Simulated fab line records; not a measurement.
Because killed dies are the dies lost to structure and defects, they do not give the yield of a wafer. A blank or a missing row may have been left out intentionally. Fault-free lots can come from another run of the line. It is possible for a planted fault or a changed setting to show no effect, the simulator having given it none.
One fault through the eyes of 2 desks -- flow n5 finfet -- what lay behind the numbers comes last; until then each desk has only its own

TOOL OWNER'S DESK, pecvd-04
The tool's own readings at N5_BEOL_M15_DEP_53 (deposits SiCN from 3MS/NH3, target thk 50 nm, time 17.8 s): means of the sampled wafers that have a number, for each lot that ran on this tool. The brackets show how far a lot's mean lies from the usual mean; more than 4 standard deviations puts the lot out of limits, marked OUT.
Columns: A = showerhead plenum p Torr at N5_BEOL_M15_DEP_53, usual 4.163 Torr; B = throttle valve pct at N5_BEOL_M15_DEP_53, usual 17.8 %
lot,first seen here,A,B
L576,day 14 09:13,4.191,18.1
L578,day 15 05:44,4.187,18.0
Finding of this desk: none of the 2 lots has anything out of limits.

THE METROLOGY DESK
Means of the sampled wafers that have a number, per lot and without regard to the tool the lot ran on: this is what the gauges read. The brackets show how far a lot's mean lies from the usual mean; more than 4 standard deviations puts the lot out of limits, marked OUT.
Columns: A = M15_THK at N5_BEOL_M15_THK_MEAS_50, usual 840 nm; B = M15_RS at N5_BEOL_M15_RS_MEAS_54, usual 0.0219 ohm/sq
lot,first seen here,A,B
L571,day 12 03:47,834,0.0220
L576,day 14 09:09,827,0.0217
L578,day 15 05:40,828,0.0220
L585,day 16 15:01,835,0.0218
L589,day 17 22:25,865,0.0216
Finding of this desk: none of the 5 lots has anything out of limits.

ALL TOGETHER
Nothing out of limits was seen by the tool owner's desk.
From the metrology desk's view, nothing was out of limits.

WHAT HAD BEEN PUT IN BY THE SIMULATOR
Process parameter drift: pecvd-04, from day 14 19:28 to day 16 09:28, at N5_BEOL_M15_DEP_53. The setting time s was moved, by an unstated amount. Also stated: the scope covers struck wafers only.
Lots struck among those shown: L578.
